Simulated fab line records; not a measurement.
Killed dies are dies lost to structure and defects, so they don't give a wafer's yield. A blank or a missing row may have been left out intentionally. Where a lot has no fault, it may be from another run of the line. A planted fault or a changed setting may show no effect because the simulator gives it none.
fab line records	flow nand-harc
[record] lots = 6	wafers = 18	last-day = 25
route steps=1159 shown A_ONON_D1@428 END@1159
lots that met no fault: from a run of the same line without faults
start-h: hours from the record's opening day to when the first of the lot's shown wafers began	wait-h: hours since the lot's step before	" same as the row above	L1.1+2: several wafers, shown together as one row	- value missing, or start not given	* or withheld: withheld	< > ~ a bound
route shown NAME@n: names a module that has steps shown in the file, with the first one's number in the route	usual: mean/standard deviation of fault-free wafers	same: alike in all rows	chamber/n: place in a boat	sites: per-site readings	_std_site: the values' standard deviation	_edge_site: mean of outer sites minus mean of inner sites	radius-mm: how far each site lies from the wafer's centre	mask NAME#n: copy n	behind: the last tool/chamber to shape the wafer	hold: reason for holding the lot/hours on hold/outcome of the hold	device: the n, p or np transistor that did not switch	end of line: the same wafers' tests at the end of the route	step lacking rows: just its recipe	killed: at the first sort, the dies lost to defects and structure; wafer yield is something else	map: per-die view of a wafer (x killed, . not killed, _ where there is no die)
set.NAME: setting as actually run; set.NAME@STEP: the setting as run at that earlier step	model.NAME: the simulator's own value behind a step, which no gauge read
lots at some steps of the route; a table a step, a row a wafer
services: when a tool's chamber went out of use (start-h, in hours from the record's first day, below 0 if earlier), for how many hours, and the reason
[[steps]]
[step NHARC_A_ONON_D1_DEP_06]
[recipe] target-thk-a = 10000	n2-flow-sccm = 2750	n2o-flow-sccm = 2000	nh3-flow-sccm = 500	sih4-flow-sccm = 210	temp-c = 400
[step NHARC_A_ONON_D1_THK_MEAS_08]
[recipe] thk-meas-gauge = ellipsometry
[usual] thk-nm = 999/7.9
lot.wafer	tool	chamber	start-h	wait-h	thk-nm
L535.1	film-metro-01	-	163.54	-	1007
L535.2	"	-	"	"	1005
L535.6	"	-	"	"	1004
L544.1	film-metro-01	-	212.68	-	1000
L544.2	"	-	"	"	999
L544.6	"	-	"	"	1000
L549.2	film-metro-01	-	232.18	-	992
L549.4	"	-	"	"	990
L549.5	"	-	"	"	991
L554.2	film-metro-02	-	269.14	-	995
L554.4	"	-	"	"	992
L554.6	"	-	"	"	994
L555.2	film-metro-02	-	278.16	-	1006
L555.4	"	-	"	"	1008
L555.5	"	-	"	"	1010
L557.1	film-metro-02	-	304.03	-	1002
L557.3	"	-	"	"	1004
L557.6	"	-	"	"	1002
[step NHARC_A_ONON_D1_DEP_09]
[recipe] target-thk-a = 10000	n2-flow-sccm = 2750	n2o-flow-sccm = 2000	nh3-flow-sccm = 500	sih4-flow-sccm = 210	temp-c = 400
[step NHARC_A_ONON_D1_THK_MEAS_11]
[recipe] thk-meas-gauge = ellipsometry
[usual] thk-nm = 999/7.9
lot.wafer	tool	chamber	start-h	wait-h	thk-nm
L535.1	film-metro-01	-	164.10	-	992
L535.2	"	-	"	"	991
L535.6	"	-	"	"	990
L544.1	film-metro-02	-	213.25	-	1000
L544.2	"	-	"	"	1002
L544.6	"	-	"	"	1003
L549.2	film-metro-01	-	232.76	-	990
L549.4	"	-	"	"	990
L549.5	"	-	"	"	989
L554.2	film-metro-01	-	269.72	-	1001
L554.4	"	-	"	"	1002
L554.6	"	-	"	"	1001
L555.2	film-metro-01	-	278.73	-	1007
L555.4	"	-	"	"	1008
L555.5	"	-	"	"	1005
L557.1	film-metro-02	-	304.74	-	999
L557.3	"	-	"	"	999
L557.6	"	-	"	"	999
[step NHARC_A_ONON_D1_DEP_12]
[recipe] target-thk-a = 10000	n2-flow-sccm = 2750	n2o-flow-sccm = 2000	nh3-flow-sccm = 500	sih4-flow-sccm = 210	temp-c = 400
[step NHARC_A_ONON_D1_THK_MEAS_14]
[recipe] thk-meas-gauge = ellipsometry
[usual] thk-nm = 995/12
lot.wafer	tool	chamber	start-h	wait-h	thk-nm
L535.1	film-metro-01	-	164.68	-	983
L535.2	"	-	"	"	984
L535.6	"	-	"	"	985
L544.1	film-metro-02	-	213.82	-	987
L544.2	"	-	"	"	988
L544.6	"	-	"	"	987
L549.2	film-metro-01	-	233.32	-	1021
L549.4	"	-	"	"	1023
L549.5	"	-	"	"	1023
L554.2	film-metro-02	-	270.29	-	965
L554.4	"	-	"	"	965
L554.6	"	-	"	"	965
L555.2	film-metro-02	-	279.30	-	1001
L555.4	"	-	"	"	1002
L555.5	"	-	"	"	1001
L557.1	film-metro-02	-	305.44	-	979
L557.3	"	-	"	"	977
L557.6	"	-	"	"	978
[step NHARC_A_ONON_D1_ANNEAL_15]
[recipe] temp-c = 750	time-s = 3600
[step NHARC_A_ONON_D1_DEP_16]
[recipe] target-thk-a = 10000	n2-flow-sccm = 2750	n2o-flow-sccm = 2000	nh3-flow-sccm = 500	sih4-flow-sccm = 210	temp-c = 400
[step NHARC_A_ONON_D1_THK_MEAS_18]
[recipe] thk-meas-gauge = ellipsometry
[usual] thk-nm = 1001/11
lot.wafer	tool	chamber	start-h	wait-h	thk-nm
L535.1	film-metro-01	-	172.71	-	1000
L535.2	"	-	"	"	1000
L535.6	"	-	"	"	999
L544.1	film-metro-01	-	223.36	-	1009
L544.2	"	-	"	"	1010
L544.6	"	-	"	"	1009
L549.2	film-metro-02	-	243.00	-	995
L549.4	"	-	"	"	995
L549.5	"	-	"	"	995
L554.2	film-metro-01	-	280.12	-	995
L554.4	"	-	"	"	994
L554.6	"	-	"	"	994
L555.2	film-metro-02	-	287.72	-	996
L555.4	"	-	"	"	996
L555.5	"	-	"	"	998
L557.1	film-metro-02	-	313.73	-	1006
L557.3	"	-	"	"	1006
L557.6	"	-	"	"	1005
[step NHARC_A_ONON_D1_DEP_19]
[recipe] target-thk-a = 10000	n2-flow-sccm = 2750	n2o-flow-sccm = 2000	nh3-flow-sccm = 500	sih4-flow-sccm = 210	temp-c = 400
[step NHARC_A_ONON_D1_THK_MEAS_21]
[recipe] thk-meas-gauge = ellipsometry
[usual] thk-nm = 999/7.3
lot.wafer	tool	chamber	start-h	wait-h	thk-nm
L535.1	film-metro-02	-	173.28	-	1000
L535.2	"	-	"	"	998
L535.6	"	-	"	"	1000
L544.1	film-metro-02	-	223.92	-	996
L544.2	"	-	"	"	994
L544.6	"	-	"	"	995
L549.2	film-metro-02	-	243.57	-	1011
L549.4	"	-	"	"	1009
L549.5	"	-	"	"	1011
L554.2	film-metro-02	-	280.71	-	999
L554.4	"	-	"	"	999
L554.6	"	-	"	"	1000
L555.2	film-metro-01	-	288.29	-	1002
L555.4	"	-	"	"	1001
L555.5	"	-	"	"	1003
L557.1	film-metro-02	-	314.30	-	1003
L557.3	"	-	"	"	1002
L557.6	"	-	"	"	1004
[step NHARC_A_ONON_D1_DEP_22]
[recipe] target-thk-a = 10000	n2-flow-sccm = 2750	n2o-flow-sccm = 2000	nh3-flow-sccm = 500	sih4-flow-sccm = 210	temp-c = 400
lot.wafer	tool	chamber	start-h	wait-h
L535.1+2+6	pecvd-onon-02	0	173.34	0.1
L544.1+2+6	pecvd-onon-02	0	224.00	0.1
L549.2+4+5	pecvd-onon-02	0	243.70	0.1
L554.2+4+6	pecvd-onon-03	0	280.82	0.1
L555.2+4+5	pecvd-onon-01	0	288.40	0.1
L557.1+3+6	pecvd-onon-01	0	314.35	0.1
[step NHARC_A_ONON_D1_THK_MEAS_24]
[recipe] thk-meas-gauge = ellipsometry
[usual] thk-nm = 998/10
lot.wafer	tool	chamber	start-h	wait-h	thk-nm
L535.1	film-metro-01	-	173.85	-	992
L535.2	"	-	"	"	993
L535.6	"	-	"	"	992
L544.1	film-metro-02	-	224.51	-	414
L544.2	"	-	"	"	1003
L544.6	"	-	"	"	1004
L549.2	film-metro-02	-	244.15	-	1000
L549.4	"	-	"	"	409
L549.5	"	-	"	"	410
L554.2	film-metro-01	-	281.28	-	1012
L554.4	"	-	"	"	1013
L554.6	"	-	"	"	1013
L555.2	film-metro-02	-	288.85	-	1002
L555.4	"	-	"	"	1001
L555.5	"	-	"	"	1002
L557.1	film-metro-02	-	314.87	-	998
L557.3	"	-	"	"	1000
L557.6	"	-	"	"	999
[step NHARC_A_ONON_D1_DEP_25]
[recipe] target-thk-a = 10000	n2-flow-sccm = 2750	n2o-flow-sccm = 2000	nh3-flow-sccm = 500	sih4-flow-sccm = 210	temp-c = 400
[step NHARC_END_SORT_01]
[recipe] temp-c = 25
[usual] killed-at-array = 28/11	killed-at-other = 0.7/1.1	killed-at-periphery = 2.9/2	killed-dies = 32/11	killed-open = 3.2/1.8	killed-short = 2.0/1.4
[same] gross-dies = 677
lot.wafer	tool	chamber	start-h	wait-h	killed-at-array	killed-at-other	killed-at-periphery	killed-dies	killed-open	killed-short
L544.1	prober-01	0	500.27	2.5	674	0	3	677	1	5
L549.4	prober-02	0	504.67	3.4	677	0	0	677	3	5
L549.5	prober-02	0	505.47	3.7	676	0	1	677	1	3
// killed by level:class
L544.1 A_ONON_D1:area-dep=612 A_CONTACT:chamber-film-flake=17 A_CHANNEL_HOLE_D1:chamber-film-flake=16 A_SLIT:chamber-film-flake=14 A_STAIRCASE:chamber-film-flake=9 A_CHANNEL_FILL_D1:chamber-film-flake=2 P_GATE:geometric-particle:short=1 P_GATE:geometric-particle:open=1
L549.4 A_ONON_D1:area-dep=650 A_CHANNEL_HOLE_D1:chamber-film-flake=15 A_CHANNEL_FILL_D1:geometric-particle:short=4 A_WL_FILL:geometric-particle:short=1 A_CONTACT:geometric-particle:open=1 A_BLC:geometric-particle:open=1 A_M0:geometric-particle:open=1 A_ZERO_WELL:chamber-film-flake=1
L549.5 A_ONON_D1:area-dep=646 A_CHANNEL_HOLE_D1:chamber-film-flake=24 A_WL_FILL:chamber-film-flake=2 P_CONTACT:geometric-particle:short=1 A_WL_FILL:geometric-particle:short=1 A_CONTACT:geometric-particle:short=1 A_CONTACT:geometric-particle:open=1 A_CONTACT:chamber-film-flake=1
// map L544.1 (x killed, . not)
____________x____________
_________xxxxxxx_________
_______xxxxxxxxxxx_______
______xxxxxxxxxxxxx______
_____xxxxxxxxxxxxxxx_____
____xxxxxxxxxxxxxxxxx____
____xxxxxxxxxxxxxxxxx____
___xxxxxxxxxxxxxxxxxxx___
___xxxxxxxxxxxxxxxxxxx___
__xxxxxxxxxxxxxxxxxxxxx__
__xxxxxxxxxxxxxxxxxxxxx__
_xxxxxxxxxxxxxxxxxxxxxxx_
_xxxxxxxxxxxxxxxxxxxxxxx_
_xxxxxxxxxxxxxxxxxxxxxxx_
_xxxxxxxxxxxxxxxxxxxxxxx_
_xxxxxxxxxxxxxxxxxxxxxxx_
xxxxxxxxxxxxxxxxxxxxxxxxx
xxxxxxxxxxxxxxxxxxxxxxxxx
xxxxxxxxxxxxxxxxxxxxxxxxx
xxxxxxxxxxxxxxxxxxxxxxxxx
xxxxxxxxxxxxxxxxxxxxxxxxx
_xxxxxxxxxxxxxxxxxxxxxxx_
_xxxxxxxxxxxxxxxxxxxxxxx_
_xxxxxxxxxxxxxxxxxxxxxxx_
_xxxxxxxxxxxxxxxxxxxxxxx_
_xxxxxxxxxxxxxxxxxxxxxxx_
__xxxxxxxxxxxxxxxxxxxxx__
__xxxxxxxxxxxxxxxxxxxxx__
___xxxxxxxxxxxxxxxxxxx___
___xxxxxxxxxxxxxxxxxxx___
____xxxxxxxxxxxxxxxxx____
____xxxxxxxxxxxxxxxxx____
_____xxxxxxxxxxxxxxx_____
______xxxxxxxxxxxxx______
_______xxxxxxxxxxx_______
_________xxxxxxx_________
____________x____________
// map L549.4 (x killed, . not)
____________x____________
_________xxxxxxx_________
_______xxxxxxxxxxx_______
______xxxxxxxxxxxxx______
_____xxxxxxxxxxxxxxx_____
____xxxxxxxxxxxxxxxxx____
____xxxxxxxxxxxxxxxxx____
___xxxxxxxxxxxxxxxxxxx___
___xxxxxxxxxxxxxxxxxxx___
__xxxxxxxxxxxxxxxxxxxxx__
__xxxxxxxxxxxxxxxxxxxxx__
_xxxxxxxxxxxxxxxxxxxxxxx_
_xxxxxxxxxxxxxxxxxxxxxxx_
_xxxxxxxxxxxxxxxxxxxxxxx_
_xxxxxxxxxxxxxxxxxxxxxxx_
_xxxxxxxxxxxxxxxxxxxxxxx_
xxxxxxxxxxxxxxxxxxxxxxxxx
xxxxxxxxxxxxxxxxxxxxxxxxx
xxxxxxxxxxxxxxxxxxxxxxxxx
xxxxxxxxxxxxxxxxxxxxxxxxx
xxxxxxxxxxxxxxxxxxxxxxxxx
_xxxxxxxxxxxxxxxxxxxxxxx_
_xxxxxxxxxxxxxxxxxxxxxxx_
_xxxxxxxxxxxxxxxxxxxxxxx_
_xxxxxxxxxxxxxxxxxxxxxxx_
_xxxxxxxxxxxxxxxxxxxxxxx_
__xxxxxxxxxxxxxxxxxxxxx__
__xxxxxxxxxxxxxxxxxxxxx__
___xxxxxxxxxxxxxxxxxxx___
___xxxxxxxxxxxxxxxxxxx___
____xxxxxxxxxxxxxxxxx____
____xxxxxxxxxxxxxxxxx____
_____xxxxxxxxxxxxxxx_____
______xxxxxxxxxxxxx______
_______xxxxxxxxxxx_______
_________xxxxxxx_________
____________x____________
[[services]]
tool	chamber	start-h	hours	kind
pecvd-onon-03	-	153.40	13.0	pm
pecvd-onon-01	-	195.00	13.0	pm
pecvd-onon-02	-	289.50	0.5	repair
pecvd-onon-02	-	292.62	13.0	pm
pecvd-onon-03	-	298.80	4.6	repair
[[key]]
[first-sign] step = NHARC_A_ONON_D1_THK_MEAS_24	reading = thk-nm	direction = down	sigmas = 56	usual = 998	struck = 411
[effect] step = NHARC_END_SORT_01	reading = killed-at-array	direction = up	sigmas = 59	usual = 28	struck = 676
[more-kills-born-at] NHARC_A_ONON_D1_DEP_22@pecvd-onon-02 = 1908
met-at NHARC_A_ONON_D1_DEP_22
struck-wafers L544.1,L549.4,L549.5
later-rows-left-out L544.1,L549.4,L549.5
tester-left-out L544,L549
onset-between 173.34 224.00
[fault] kind = process-parameter-drift	tool = pecvd-onon-02	chamber = -	onset-h = 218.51	steps = NHARC_A_ONON_D1_DEP_22	channel = target-thk-a	offset = *	shape = step	end-h = 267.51	scope = struck-wafers-only	acts-in = *	stated = *
// tester-left-out: of these lots the tester's yield and bins aren't shown, on N5 and GAA mostly nor the transistor test; their killed dies are dies lost to structure and defects alone, not to doping, threshold or leakage, so they don't give the yield
// later-rows-left-out: the simulator's readings of these wafers behind a module that went badly wrong aren't trusted and aren't shown, but for the sort
